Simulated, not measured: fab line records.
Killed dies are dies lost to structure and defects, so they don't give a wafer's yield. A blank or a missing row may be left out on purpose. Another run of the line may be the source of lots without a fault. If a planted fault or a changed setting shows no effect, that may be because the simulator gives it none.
The tool behind it: which one? | flow nand-harc | 13 lots, 39 wafers sampled, at 5 steps of a route of 1159

WHAT THE GAUGES READ, wafer by wafer
NHARC_END_SORT_01. Usual: killed-at-array 27, standard deviation 12; killed-at-other 0.8, standard deviation 1; killed-at-periphery 4.0, standard deviation 2.5; killed-dies 32, standard deviation 11; killed-open 3.3, standard deviation 1.8; killed-short 2.0, standard deviation 1.5.
lot  | measured     | on        | killed-at-array | killed-at-other | killed-at-periphery | killed-dies | killed-open | killed-short | flag
L650 | day 22 00:13 | prober-02 | 675 671 675     | 0 2 0           | 2 4 2               | 677 677 677 | 3 4 4       | 2 6 0        | OFF
L651 | day 22 03:44 | prober-01 | 676 674 675     | 0 0 0           | 1 3 2               | 677 677 677 | 1 3 3       | 1 2 1        | OFF
L652 | day 22 09:38 | prober-02 | 671 673 670     | 1 0 0           | 5 4 7               | 677 677 677 | 4 4 1       | 3 4 4        | OFF

WHAT TOOL EACH LOT RAN ON (gives the tool, then ch and the chambers of the sampled wafers, and finally the start)
lot  | NHARC_A_STAIRCASE_ETCH_15                     | NHARC_A_STAIRCASE_TRIM_16          | NHARC_A_STAIRCASE_ETCH_17                     | NHARC_A_STAIRCASE_ETCH_25
L638 | rie-diel-05 ch 0,1, day 10 15:22 or earlier   | rie-diel-05 ch 2,3, day 10 15:22   | rie-diel-05 ch 0,2, no start                  | rie-diel-05 ch 1,2,3, no start
L640 | rie-diel-07 ch 0,3, day 11 11:34 or earlier   | rie-diel-07 ch 2,3, day 11 11:34   | rie-diel-07 ch 0,3, no start                  | rie-diel-05 ch 0,2,3, no start
L641 | rie-diel-05 ch 1,2, day 11 11:44 or earlier   | rie-diel-05 ch 1,2, day 11 11:44   | rie-diel-05 ch 1,2,3, no start                | rie-diel-04 ch 1,3, no start
L643 | rie-diel-04 ch 0,1,3, day 12 01:59 or earlier | rie-diel-04 ch 1,2, day 12 01:59   | rie-diel-04 ch 0,1, no start                  | rie-diel-04 ch 0,1,2, no start
L644 | rie-diel-05 ch 0,1,3, day 12 22:34 or earlier | rie-diel-05 ch 0,2,3, day 12 22:34 | rie-diel-05 ch 1,2,3, no start                | rie-diel-05 ch 0,1,2, no start
L650 | rie-diel-07 ch 0,1,2, day 14 01:14 or earlier | rie-diel-07 ch 0,1,2, day 14 01:14 | rie-diel-07 ch 0,1,2, day 22 00:13 or earlier | rie-diel-05 ch 0,2,3, day 22 00:13 or earlier
L651 | rie-diel-04 ch 1,2,3, day 14 01:35 or earlier | rie-diel-04 ch 2,3, day 14 01:35   | rie-diel-04 ch 2,3, day 22 03:44 or earlier   | rie-diel-04 ch 0,3, day 22 03:44 or earlier
L652 | rie-diel-05 ch 0,2,3, day 14 10:51 or earlier | rie-diel-05 ch 0,1,2, day 14 10:51 | rie-diel-05 ch 1,2,3, day 22 09:38 or earlier | rie-diel-04 ch 0,1,3, day 22 09:38 or earlier
L653 | rie-diel-04 ch 0,1,3, day 14 11:04 or earlier | rie-diel-04 ch 0,1,2, day 14 11:04 | rie-diel-04 ch 0,2,3, no start                | rie-diel-05 ch 1,2, no start
L655 | rie-diel-04 ch 0,1,2, day 15 01:36 or earlier | rie-diel-04 ch 1,2,3, day 15 01:36 | rie-diel-04 ch 0,2,3, no start                | rie-diel-04 ch 0,1,3, no start
L657 | rie-diel-07 ch 1,2, day 15 06:36 or earlier   | rie-diel-07 ch 0,1,3, day 15 06:36 | rie-diel-07 ch 1,2, no start                  | rie-diel-07 ch 0,2,3, no start
L659 | rie-diel-04 ch 1,2,3, day 15 16:39 or earlier | rie-diel-04 ch 0,1,2, day 15 16:39 | rie-diel-04 ch 0,2,3, no start                | rie-diel-07 ch 1,2,3, no start
L661 | rie-diel-05 ch 1,2,3, day 16 09:07 or earlier | rie-diel-05 ch 2,3, day 16 09:07   | rie-diel-05 ch 1,2, no start                  | rie-diel-04 ch 0,1,2, no start
- NHARC_A_STAIRCASE_ETCH_15: etches the open film in C4F8/O2, target depth 100 nm, time 40.5 s.
- NHARC_A_STAIRCASE_TRIM_16: chemistry O2, time 211.2 s.
- NHARC_A_STAIRCASE_ETCH_17: etches the open film in C4F8/O2, target depth 100 nm, time 40.5 s.
- NHARC_A_STAIRCASE_ETCH_25: etches the open film in C4F8/O2, target depth 100 nm, time 40.5 s.

WHAT THE TOOLS THEMSELVES READ (means of the sampled wafers that have a number; where no wafer has one, the mark that the record gives instead)
NHARC_A_STAIRCASE_ETCH_15. Usual: oes-product-au 0.941 a.u., standard deviation 0.011; rf-vpp-V 898 V, standard deviation 5.5.
lot  | tool        | oes-product-au (a.u.) | rf-vpp-V (V) | flag
L638 | rie-diel-05 | 0.953                 | 901          |
L640 | rie-diel-07 | 0.949                 | 902          |
L641 | rie-diel-05 | 0.938                 | 901          |
L643 | rie-diel-04 | 0.937                 | 896          |
L644 | rie-diel-05 | 0.931                 | 901          |
L650 | rie-diel-07 | 0.950                 | 892          |
L651 | rie-diel-04 | 0.939                 | 894          |
L652 | rie-diel-05 | 0.935                 | 902          |
L653 | rie-diel-04 | 0.939                 | 895          |
L655 | rie-diel-04 | 0.959                 | 894          |
L657 | rie-diel-07 | 0.941                 | 893          |
L659 | rie-diel-04 | 0.952                 | 894          |
L661 | rie-diel-05 | 0.939                 | 900          |

NHARC_A_STAIRCASE_TRIM_16. Usual: chamber-pressure-mTorr 60.00 mTorr, standard deviation 0.056; drypump-motor-current-A 5.7 A, standard deviation 0.48; oes-product-au 1.002 a.u., standard deviation 0.0081; rf-vpp-V 57.9 V, standard deviation 0.89; showerhead-plenum-p-Torr 3.58 Torr, standard deviation 0.15; throttle-valve-pct 17.036 %, standard deviation 0.0091.
lot  | tool        | chamber-pressure-mTorr (mTorr) | drypump-motor-current-A (A) | oes-product-au (a.u.) | rf-vpp-V (V) | showerhead-plenum-p-Torr (Torr) | throttle-valve-pct (%) | flag
L638 | rie-diel-05 | 60.01                          | 5.9                         | 1.005                 | 57.9         | 3.75                            | 17.039                 |
L640 | rie-diel-07 | 59.97                          | 5.2                         | 1.003                 | 58.8         | 3.62                            | 17.035                 |
L641 | rie-diel-05 | 59.99                          | 6.2                         | 1.009                 | 57.9         | 3.64                            | 17.043                 |
L643 | rie-diel-04 | 59.99                          | 5.9                         | 0.998                 | 57.9         | 3.39                            | 17.044                 |
L644 | rie-diel-05 | 59.98                          | 5.6                         | 1.003                 | 58.1         | 3.73                            | 17.040                 |
L650 | rie-diel-07 | -                              | -                           | -                     | -            | -                               | -                      | OFF
L651 | rie-diel-04 | -                              | -                           | -                     | -            | -                               | -                      | OFF
L652 | rie-diel-05 | -                              | -                           | -                     | -            | -                               | -                      | OFF
L653 | rie-diel-04 | 59.99                          | 6.1                         | 1.004                 | 58.4         | 3.49                            | 17.033                 |
L655 | rie-diel-04 | 59.93                          | 5.9                         | 1.005                 | 57.2         | 3.47                            | 17.043                 |
L657 | rie-diel-07 | 60.00                          | 5.7                         | 1.004                 | 58.8         | 3.52                            | 17.035                 |
L659 | rie-diel-04 | 60.06                          | 6.0                         | 1.012                 | 57.5         | 3.48                            | 17.036                 |
L661 | rie-diel-05 | 60.00                          | 5.9                         | 1.002                 | 58.3         | 3.73                            | 17.032                 |

NHARC_A_STAIRCASE_ETCH_17. Usual: oes-product-au 0.943 a.u., standard deviation 0.011; rf-vpp-V 898 V, standard deviation 5.3.
lot  | tool        | oes-product-au (a.u.) | rf-vpp-V (V) | flag
L638 | rie-diel-05 | 0.940                 | 905          |
L640 | rie-diel-07 | 0.951                 | 897          |
L641 | rie-diel-05 | 0.943                 | 901          |
L643 | rie-diel-04 | 0.932                 | 892          |
L644 | rie-diel-05 | 0.954                 | 901          |
L650 | rie-diel-07 | 0.951                 | 893          |
L651 | rie-diel-04 | 0.943                 | 897          |
L652 | rie-diel-05 | 0.951                 | 900          |
L653 | rie-diel-04 | 0.932                 | 897          |
L655 | rie-diel-04 | 0.958                 | 897          |
L657 | rie-diel-07 | 0.931                 | 890          |
L659 | rie-diel-04 | 0.934                 | 897          |
L661 | rie-diel-05 | 0.942                 | 898          |

NHARC_A_STAIRCASE_ETCH_25. Usual: oes-product-au 0.944 a.u., standard deviation 0.011; rf-vpp-V 898 V, standard deviation 5.3.
lot  | tool        | oes-product-au (a.u.) | rf-vpp-V (V) | flag
L638 | rie-diel-05 | 0.941                 | 901          |
L640 | rie-diel-05 | 0.937                 | 904          |
L641 | rie-diel-04 | 0.932                 | 892          |
L643 | rie-diel-04 | 0.935                 | 894          |
L644 | rie-diel-05 | 0.935                 | 901          |
L650 | rie-diel-05 | 0.948                 | 903          |
L651 | rie-diel-04 | 0.951                 | 900          |
L652 | rie-diel-04 | 0.941                 | 896          |
L653 | rie-diel-05 | 0.940                 | 898          |
L655 | rie-diel-04 | 0.954                 | 895          |
L657 | rie-diel-07 | 0.949                 | 898          |
L659 | rie-diel-07 | 0.947                 | 896          |
L661 | rie-diel-04 | 0.962                 | 894          |

THE ANSWER, worked out from the rows above alone
Rule: a lot is off if the mean of its wafers that have a number lies more than 3 standard deviations from the usual mean. A lot without any number at a reading at which 4 lots or more have one is off too. The other lots that the step has rows for count as sound. First the gauges in route order, then the tools' own readings, where a lot's mean is used as printed above. The first step at which some lot is off is used, and at that step the reading that is off furthest; a lot without a number counts as furthest.
Off at NHARC_END_SORT_01 (killed-dies): L650, L651, L652. Neither off nor sound, because the step has no rows for them: L638, L640, L641, L643, L644, L653, L655, L657, L659, L661.
If a tool, at a process step before that reading, ran all the lots that are off and no sound lot after the first of them, it fits. Not tried: the gauges at NHARC_END_SORT_01; whatever is off there is also off at NHARC_A_STAIRCASE_TRIM_16, on other tools, and gauge error can't account for it. NHARC_A_STAIRCASE_ETCH_15: start missing for some lots; hours and lot order therefore follow NHARC_A_STAIRCASE_TRIM_16. NHARC_A_STAIRCASE_ETCH_17: start missing for some lots; hours and lot order therefore follow NHARC_END_SORT_01. NHARC_A_STAIRCASE_ETCH_25: start missing for some lots; hours and lot order therefore follow NHARC_END_SORT_01. Of those tried, none fits.

WHAT HAD BEEN PUT IN BY THE SIMULATOR
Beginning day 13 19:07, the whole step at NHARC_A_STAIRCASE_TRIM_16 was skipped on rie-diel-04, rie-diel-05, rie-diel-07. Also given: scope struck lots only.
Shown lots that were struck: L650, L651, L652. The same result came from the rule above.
